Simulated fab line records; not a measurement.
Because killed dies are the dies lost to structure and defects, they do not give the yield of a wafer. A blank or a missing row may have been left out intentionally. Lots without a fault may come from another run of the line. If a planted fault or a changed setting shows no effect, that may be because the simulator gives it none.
fab line records ; flow n5-finfet ; part 2 of 2: steps 20 to 28 of 28
record lots=5; wafers=15; last-day=20
route steps=1938 shown BEOL_M1@763
lots with no fault: from the same line, run without faults
start-h: hours from the record's first day to the start of the lot's first wafer shown ; wait-h: how many hours have passed since the lot's step before this one ; " unchanged from the row above ; L1.1+2: a single row standing in for several wafers ; - no value, or no start given ; * or withheld: withheld ; < > ~ a bound
route shown NAME@n: names a module that has steps shown in the file, with the first one's number in the route ; usual: the fault-free wafers' mean and standard deviation ; same: alike in all rows ; chamber/n: place in a boat ; sites: readings site by site ; _std_site: their standard deviation ; _edge_site: inner sites' mean taken away from outer sites' mean ; radius-mm: how far each site lies from the wafer's centre ; mask NAME#n: copy n ; behind: the tool/chamber that last shaped the wafer ; hold: the reason the lot was held/the length of the hold in hours/how it ended ; device: whichever transistor did not switch (one of n, p or np) ; end of line: at the end of the route, the tests of the same wafers ; where a step has no rows: the recipe by itself ; killed: count of dies lost to structure and defects at first sort (not the wafer's yield) ; map: a wafer's dies, marking killed ones x, the rest . and places with no die _
set.NAME: the run value of the setting; set.NAME@STEP: its run value at that earlier step ; model.NAME: the simulator's own value behind a step, which no gauge read
lots seen at some steps along the route; tables by step, rows by wafer
services: from which hour (start-h, from the record's first day; less than 0 if before it) a tool's chamber was out of use, for how many hours, and why
## steps
# step N5_BEOL_M1_SOFTBAKE_23
# recipe temp-c=110; time-s=60; resist=CAR-EUV
# usual exhaust-pa=44.9/0.85
lot.wafer;tool;chamber;start-h;wait-h;exhaust-pa
L077.3;litho-track-05;0;-;-;44.1
L077.4;litho-track-05;0;-;-;45.2
L077.6;litho-track-05;0;-;-;44.1
L086.2;litho-track-05;0;-;-;44.9
L086.3;litho-track-05;0;-;-;44.3
L086.5;litho-track-05;0;-;-;45.2
L092.3;litho-track-05;0;-;-;45.3
L092.4;litho-track-05;0;-;-;45.0
L092.6;litho-track-05;0;-;-;44.4
L095.3;litho-track-02;0;-;-;45.8
L095.5;litho-track-02;0;-;-;44.0
L095.6;litho-track-02;0;-;-;46.0
L097.1;litho-track-02;0;-;-;44.9
L097.2;litho-track-02;0;-;-;43.5
L097.3;litho-track-02;0;-;-;44.6
# step N5_BEOL_M1_EXPOSE_25
# recipe mask-id=V0; na=0.33; source-shape=quasar; sigma-inner=0.2; sigma-outer=0.8; polarization=unpolarized; defocus-nm=5; target-cd-nm=24; dose-mj=63
lot.wafer;tool;chamber;start-h;wait-h;mask
L077.3+4+6;euv-scanner-02;0;140.88;-;V0#0
L086.2+3+5;euv-scanner-02;0;239.66;-;V0#0
L092.3+4+6;euv-scanner-02;0;275.85;-;V0#0
L095.3+5+6;euv-scanner-01;0;309.87;-;V0#0
L097.1+2+3;euv-scanner-02;0;310.14;-;V0#0
# step N5_BEOL_M1_PEB_26
# recipe peb-temp-c=100; peb-time-s=60; resist=CAR-EUV
# usual exhaust-pa=45.0/0.9
lot.wafer;tool;chamber;start-h;wait-h;exhaust-pa
L077.3;litho-track-05;0;140.94;0.1;43.0
L077.4;litho-track-05;0;140.94;0.1;46.0
L077.6;litho-track-05;0;140.94;0.1;45.4
L086.2;litho-track-05;0;239.73;0.1;45.2
L086.3;litho-track-05;0;239.73;0.1;44.2
L086.5;litho-track-05;0;239.73;0.1;43.6
L092.3;litho-track-02;0;275.92;0.1;45.5
L092.4;litho-track-02;0;275.92;0.1;45.1
L092.6;litho-track-02;0;275.92;0.1;45.0
L095.3;litho-track-05;0;309.93;0.1;44.8
L095.5;litho-track-05;0;309.93;0.1;44.6
L095.6;litho-track-05;0;309.93;0.1;45.3
L097.1;litho-track-02;0;310.21;0.1;43.6
L097.2;litho-track-02;0;310.21;0.1;44.7
L097.3;litho-track-02;0;310.21;0.1;43.8
# step N5_BEOL_M1_DEVELOP_27
# recipe develop-time-s=30; developer=TMAH; resist=CAR-EUV; rinse-liquid=surfactant-rinse; dry=air-spin; dev-temp-c=23
# usual exhaust-pa=45.2/0.8
lot.wafer;tool;chamber;start-h;wait-h;exhaust-pa
L077.3;litho-track-05;0;-;-;44.9
L077.4;litho-track-05;0;-;-;44.9
L077.6;litho-track-05;0;-;-;44.4
L086.2;litho-track-05;0;-;-;46.8
L086.3;litho-track-05;0;-;-;45.8
L086.5;litho-track-05;0;-;-;45.9
L092.3;litho-track-02;0;-;-;46.5
L092.4;litho-track-02;0;-;-;45.5
L092.6;litho-track-02;0;-;-;45.7
L095.3;litho-track-05;0;-;-;45.2
L095.5;litho-track-05;0;-;-;45.9
L095.6;litho-track-05;0;-;-;45.2
L097.1;litho-track-02;0;-;-;45.1
L097.2;litho-track-02;0;-;-;45.5
L097.3;litho-track-02;0;-;-;43.7
# step N5_BEOL_M1_CD_MEAS_28
# recipe landing-energy-ev=500; detector=se-inlens; target-cd-y-nm=23.3
# usual cd-nm=23.96/0.26
lot.wafer;tool;chamber;start-h;wait-h;cd-nm
L077.3;cd-sem-02;0;141.01;-;23.78
L077.4;cd-sem-02;0;141.01;-;23.80
L077.6;cd-sem-02;0;141.01;-;24.16
L086.2;cd-sem-01;0;239.80;-;24.41
L086.3;cd-sem-01;0;239.80;-;24.08
L086.5;cd-sem-01;0;239.80;-;23.78
L092.3;cd-sem-01;0;275.98;-;23.90
L092.4;cd-sem-01;0;275.98;-;24.03
L092.6;cd-sem-01;0;275.98;-;23.80
L095.3;cd-sem-01;0;310.00;-;24.23
L095.5;cd-sem-01;0;310.00;-;24.21
L095.6;cd-sem-01;0;310.00;-;24.23
L097.1;cd-sem-03;0;310.28;-;24.55
L097.2;cd-sem-03;0;310.28;-;24.11
L097.3;cd-sem-03;0;310.28;-;24.22
# step N5_BEOL_M1_OVL_MEAS_29
# recipe points-per-wafer=522
# usual V0_OVL=-0.5/0.63
lot.wafer;tool;chamber;start-h;wait-h;V0_OVL[nm]
L077.3;overlay-01;0;141.05;0.0;-0.9
L077.4;overlay-01;0;141.05;0.0;-0.4
L077.6;overlay-01;0;141.05;0.0;-1.0
L086.2;overlay-02;0;239.84;0.0;-0.8
L086.3;overlay-02;0;239.84;0.0;-0.7
L086.5;overlay-02;0;239.84;0.0;-0.6
L092.3;overlay-02;0;276.02;0.0;-1.3
L092.4;overlay-02;0;276.02;0.0;-1.9
L092.6;overlay-02;0;276.02;0.0;-0.4
L095.3;overlay-01;0;310.04;0.0;-0.3
L095.5;overlay-01;0;310.04;0.0;0.7
L095.6;overlay-01;0;310.04;0.0;-0.7
L097.1;overlay-02;0;310.31;0.0;-0.2
L097.2;overlay-02;0;310.31;0.0;-1.6
L097.3;overlay-02;0;310.31;0.0;-1.9
# step N5_BEOL_M1_INSPECT_30
# recipe mode=adi; inspect-instrument=brightfield
# usual raw-defect-count=415/84
lot.wafer;tool;chamber;start-h;wait-h;raw-defect-count
L077.3;defect-inspect-02;-;141.10;0.0;642
L077.4;defect-inspect-02;-;141.10;0.0;499
L077.6;defect-inspect-02;-;141.10;0.0;364
L086.2;defect-inspect-01;-;239.89;0.0;299
L086.3;defect-inspect-01;-;239.89;0.0;349
L086.5;defect-inspect-01;-;239.89;0.0;297
L092.3;defect-inspect-01;-;276.07;0.0;512
L092.4;defect-inspect-01;-;276.07;0.0;383
L092.6;defect-inspect-01;-;276.07;0.0;345
L095.3;defect-inspect-02;-;310.09;0.0;345
L095.5;defect-inspect-02;-;310.09;0.0;396
L095.6;defect-inspect-02;-;310.09;0.0;392
L097.1;defect-inspect-01;-;310.37;0.1;370
L097.2;defect-inspect-01;-;310.37;0.1;243
L097.3;defect-inspect-01;-;310.37;0.1;291
# step N5_BEOL_M1_DESCUM_33
# recipe chemistry=O2; time-s=7; source-power-w=50; bias-power-w=20; pressure-mtorr=20; rf-frequency-hz=2.712e+07; temp-c=40; resist=CAR-EUV; o2-flow-sccm=225
# usual drypump-motor-current-A=5.7/0.42; oes-product-au=0.79/0.091; rf-vpp-V=242.8/1.4; showerhead-plenum-p-Torr=2.07/0.066; throttle-valve-pct=20.50/0.16
lot.wafer;tool;chamber;start-h;wait-h;drypump-motor-current-A;oes-product-au;rf-hours-counter-h;rf-vpp-V;showerhead-plenum-p-Torr;throttle-valve-pct
L077.3;rie-diel-03;0;141.25;0.2;5.9;0.82;81;245.1;2.19;20.37
L077.4;rie-diel-03;3;141.25;0.2;5.4;0.72;165;244.8;2.18;20.57
L077.6;rie-diel-03;0;141.25;0.2;5.9;0.83;-;246.0;2.19;20.38
L086.2;rie-diel-05;0;239.92;0.0;5.8;0.69;221;243.8;2.08;20.33
L086.3;rie-diel-05;1;239.92;0.0;5.4;0.89;43;243.2;2.13;20.21
L086.5;rie-diel-05;1;239.92;0.0;5.4;0.90;-;244.7;2.13;20.21
L092.3;rie-diel-02;3;276.10;0.0;5.9;0.72;199;241.6;2.00;20.42
L092.4;rie-diel-02;0;276.10;0.0;4.8;0.94;19;244.1;2.15;20.44
L092.6;rie-diel-02;2;276.10;0.0;6.1;0.84;-;240.8;2.03;20.49
L095.3;rie-diel-02;0;310.12;0.0;4.8;0.93;27;243.2;2.14;20.43
L095.5;rie-diel-02;3;310.12;0.0;5.9;0.71;-;241.6;1.99;20.44
L095.6;rie-diel-02;2;310.12;0.0;6.0;0.83;-;241.6;2.03;20.51
L097.1;rie-diel-02;3;311.01;0.6;5.9;0.71;211;240.2;1.99;20.42
L097.2;rie-diel-02;1;311.01;0.6;5.6;0.72;192;241.3;2.00;20.74
L097.3;rie-diel-02;2;311.01;0.6;6.0;0.83;95;242.2;2.03;20.51
# step N5_BEOL_M1_ETCH_77
# recipe chemistry=N2/H2; target=underlayer; target-depth-a=65; mask-material=CAR-EUV; time-s=5.2; ion-energy-ev=200; pressure-mtorr=30; source-w=840; bias-w=150; n2-flow-sccm=200; h2-flow-sccm=200; ends=cleared
# usual drypump-motor-current-A=5.7/0.42; etch-rf-on-time-s=5.18/0.092; oes-product-au=0.67/0.079; rf-vpp-V=523.0/2.7; showerhead-plenum-p-Torr=2.51/0.081; throttle-valve-pct=17.94/0.17
lot.wafer;tool;chamber;start-h;wait-h;drypump-motor-current-A;etch-rf-on-time-s;oes-product-au;rf-hours-counter-h;rf-vpp-V;showerhead-plenum-p-Torr;throttle-valve-pct
L077.3;rie-diel-03;0;141.28;0.0;5.9;5.12;0.70;81;526.7;2.68;17.97
L077.4;rie-diel-03;3;141.28;0.0;5.5;5.29;0.60;165;527.0;2.65;17.97
L077.6;rie-diel-03;0;141.28;0.0;5.9;5.17;0.70;-;529.0;2.68;17.98
L086.2;rie-diel-05;0;239.96;0.0;5.8;5.40;0.58;221;523.9;2.51;17.77
L086.3;rie-diel-05;1;239.96;0.0;5.3;5.22;0.75;43;526.0;2.59;17.63
L086.5;rie-diel-05;1;239.96;0.0;5.3;5.21;0.76;-;525.6;2.59;17.64
L092.3;rie-diel-02;3;276.14;0.0;5.9;5.08;0.62;199;519.8;2.42;17.95
L092.4;rie-diel-02;0;276.14;0.0;4.8;5.03;0.81;19;526.5;2.59;17.78
L092.6;rie-diel-02;2;276.14;0.0;6.0;5.07;0.72;-;522.5;2.47;17.87
L095.3;rie-diel-02;0;310.16;0.0;4.8;5.09;0.79;27;526.9;2.59;17.79
L095.5;rie-diel-02;3;310.16;0.0;5.9;5.11;0.60;-;521.7;2.42;17.98
L095.6;rie-diel-02;2;310.16;0.0;6.1;5.02;0.70;-;521.4;2.46;17.90
L097.1;rie-diel-02;3;311.04;0.0;5.9;5.16;0.60;211;520.7;2.42;17.96
L097.2;rie-diel-02;1;311.04;0.0;5.6;5.21;0.62;192;521.8;2.42;18.16
L097.3;rie-diel-02;2;311.04;0.0;6.0;5.09;0.70;95;523.2;2.46;17.91
## services
tool;chamber;start-h;hours;kind
euv-scanner-01;-;134.50;91.5;repair
euv-scanner-02;-;146.75;18.1;repair
rie-diel-02;-;151.09;15.6;pm
rie-diel-05;-;153.22;28.1;pm
euv-scanner-02;-;178.16;28.1;repair
rie-diel-05;3;189.24;1.3;repair
euv-scanner-02;-;206.29;4.6;pm
rie-diel-05;-;207.38;2.6;repair
rie-metal-03;-;212.47;1.0;repair
rie-diel-05;1;213.83;14.7;repair
rie-metal-03;-;214.10;2.8;pm
rie-diel-05;-;217.62;0.7;repair
euv-scanner-02;-;219.95;1.0;pm
euv-scanner-02;-;227.47;2.0;repair
rie-diel-05;3;227.96;6.0;repair
rie-diel-05;1;229.85;2.6;repair
rie-diel-02;-;241.35;2.8;pm
rie-diel-05;0;249.90;1.2;repair
rie-diel-02;3;250.98;4.4;repair
rie-diel-03;3;251.86;6.5;repair
euv-scanner-02;-;262.06;1.0;pm
euv-scanner-02;-;264.95;0.5;repair
rie-diel-05;2;281.14;7.1;repair
rie-diel-02;0;294.77;12.3;repair
